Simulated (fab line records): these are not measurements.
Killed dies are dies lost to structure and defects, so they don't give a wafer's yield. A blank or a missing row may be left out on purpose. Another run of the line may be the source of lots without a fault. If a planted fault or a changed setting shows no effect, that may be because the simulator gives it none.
Which tool was responsible? / flow n5_finfet / Sampling: 10 lots, 29 wafers, 3 of 1938 route steps

## WHAT THE GAUGES SHOWED, per wafer
N5_BEOL_M10_INSPECT_58: inspects for defects (darkfield).
lot=L602; measured=day 9 14:47; on=defect_inspect-01; raw_defect_count=88 56 88
lot=L603; measured=day 10 08:14; on=defect_inspect-02; raw_defect_count=70 118 58
lot=L605; measured=day 10 11:41; on=defect_inspect-01; raw_defect_count=63 62 64
lot=L607; measured=day 11 09:53; on=defect_inspect-01; raw_defect_count=62 50 60
lot=L609; measured=day 11 12:56; on=defect_inspect-01; raw_defect_count=122 103 87
lot=L612; measured=day 12 10:55; on=defect_inspect-02; raw_defect_count=70 55 52
lot=L616; measured=day 13 21:50; on=defect_inspect-02; raw_defect_count=43 49 978
lot=L618; measured=day 14 03:40; on=defect_inspect-01; raw_defect_count=1006 96 83
lot=L622; measured=day 14 15:21; on=defect_inspect-02; raw_defect_count=68 46 80
lot=L623; measured=day 15 19:50; on=defect_inspect-01; raw_defect_count=95 140

## WHAT TOOL EACH LOT RAN ON (gives the tool, then ch and the chambers of the sampled wafers, and finally the start)
lot=L602; N5_BEOL_M10_ETCH_66=rie_diel-02 ch 0,1,2, day 9 11:35; N5_BEOL_M10_DEP_56=pecvd-01 ch 0,1,2, day 9 14:43
lot=L603; N5_BEOL_M10_ETCH_66=rie_diel-06 ch 0,2,3, day 10 05:09; N5_BEOL_M10_DEP_56=pecvd-01 ch 1,2, day 10 08:08
lot=L605; N5_BEOL_M10_ETCH_66=rie_diel-01 ch 2,3, day 10 08:41; N5_BEOL_M10_DEP_56=pecvd-03 ch 2, day 10 11:34
lot=L607; N5_BEOL_M10_ETCH_66=rie_diel-02 ch 1,2, day 11 07:08; N5_BEOL_M10_DEP_56=pecvd-03 ch 0,1, day 11 09:47
lot=L609; N5_BEOL_M10_ETCH_66=rie_diel-01 ch 1,3, day 11 09:57; N5_BEOL_M10_DEP_56=pecvd-03 ch 0,1, day 11 12:50
lot=L612; N5_BEOL_M10_ETCH_66=rie_diel-06 ch 0,1,2, day 12 08:16; N5_BEOL_M10_DEP_56=pecvd-04 ch 1,2, day 12 10:48
lot=L616; N5_BEOL_M10_ETCH_66=rie_diel-06 ch 0,1,3, day 13 18:45; N5_BEOL_M10_DEP_56=pecvd-01 ch 0,1,2, day 13 21:44
lot=L618; N5_BEOL_M10_ETCH_66=rie_diel-02 ch 0,3, day 14 00:45; N5_BEOL_M10_DEP_56=pecvd-01 ch 0,1,2, day 14 03:34
lot=L622; N5_BEOL_M10_ETCH_66=rie_diel-02 ch 0,3, day 14 11:46; N5_BEOL_M10_DEP_56=pecvd-03 ch 0,2, day 14 15:15
lot=L623; N5_BEOL_M10_ETCH_66=rie_diel-02 ch 2,3, day 15 16:53; N5_BEOL_M10_DEP_56=pecvd-04 ch 1,2, day 15 19:44
- N5_BEOL_M10_ETCH_66: etches SOC in N2/H2, target depth 120 nm, overetch 24 nm, time 180 s.
- N5_BEOL_M10_DEP_56: deposits SiCN from 3MS/NH3, target thk 15 nm, time 26.5 s.

## THE ANSWER, worked out from the rows above alone
Rule: what is usual is taken from the lots themselves. The widest of any qualifying gaps counts: lots, ordered by their means at a reading, are off when they make up no more than a third of the lots, leave a main group of 4 or more, and stand apart from it by 3 or more times the standard deviation of that group's means. Not used: any main group whose means are identical at the precision the tables above print for the reading. Also off: a lot with no number at a reading for which 4 or more lots have one. Where the step has rows for the other lots, those lots are counted as sound.
Off at N5_BEOL_M10_INSPECT_58 (raw_defect_count): L616, L618. For the main group the mean is 78 and the standard deviation 21.
If a tool, at a process step before that reading, ran all the lots that are off and no sound lot after the first of them, it fits. Gauges at N5_BEOL_M10_INSPECT_58: tried the same way as those tools. One fits: N5_BEOL_M10_DEP_56 on pecvd-01. A fault onset in the window from L603 (day 10 08:08, its last sound lot) to L616 (day 13 21:44, its first lot off) fits.

## WHAT THE SIMULATOR PUT IN
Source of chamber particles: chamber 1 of pecvd-01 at N5_BEOL_M10_DEP_56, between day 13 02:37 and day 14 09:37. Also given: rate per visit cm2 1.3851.
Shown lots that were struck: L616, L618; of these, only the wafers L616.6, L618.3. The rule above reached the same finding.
